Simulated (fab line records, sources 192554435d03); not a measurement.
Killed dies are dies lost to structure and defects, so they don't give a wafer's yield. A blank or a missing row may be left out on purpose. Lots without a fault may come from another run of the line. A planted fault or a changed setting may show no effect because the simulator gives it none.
Chamber matching | flow n5_finfet | N5_HKMG_FIN_ALD_21 on ald_metal-03: 4 sister chambers
The step deposits TiN, target thk 1.5 nm, pulse time 1 s, purge time 3 s. 8 wafers are shown with their chamber, then 8 later ones without.

WAFERS WITH THEIR CHAMBER
wafer  | chamber | heater_power_w (W) | precursor_pulse_height_rel
L079.1 | 3       | 670                | 0.996
L079.6 | 2       | 872                | 0.987
L080.3 | 0       | 780                | 0.983
L080.6 | 1       | 925                | 0.982
L081.1 | 3       | 669                | 1.004
L081.4 | 2       | 868                | 1.001
L081.6 | 1       | 908                | 0.979
L082.1 | 0       | 788                | 0.984

WAFERS WITHOUT THEIR CHAMBER
wafer  | heater_power_w (W) | precursor_pulse_height_rel
L082.4 | 929                | 0.957
L082.6 | 671                | 1.019
L083.1 | 857                | 1.006
L083.2 | 670                | 1.013
L083.4 | 788                | 0.972
L090.1 | 785                | 1.013
L090.3 | 923                | 0.968
L090.6 | 655                | 1.012

WHICH CHAMBER EACH WENT THROUGH
wafer  | from the rows above | in truth
L082.4 | 1                   | 1
L082.6 | 3                   | 3
L083.1 | 2                   | 2
L083.2 | 3                   | 3
L083.4 | 0                   | 0
L090.1 | 0                   | 0
L090.3 | 1                   | 1
L090.6 | 3                   | 3
Placed correctly: 8 of 8. Can't be placed from these rows: 0. Placed wrongly: 0.
How it was worked out, from the rows above alone: a wafer's distance from a chamber is the root of the sum, over the readings, of the square of ((its reading less the chamber's mean) divided by the reading's scatter). The wafer belongs to the nearest chamber; if the next one is less than 2 further off, it can't be placed. A chamber's mean is the mean of its shown wafers. The scatter: the root of (the sum of the squares of (reading less its chamber's mean) over the shown wafers, divided by (wafers less chambers)).
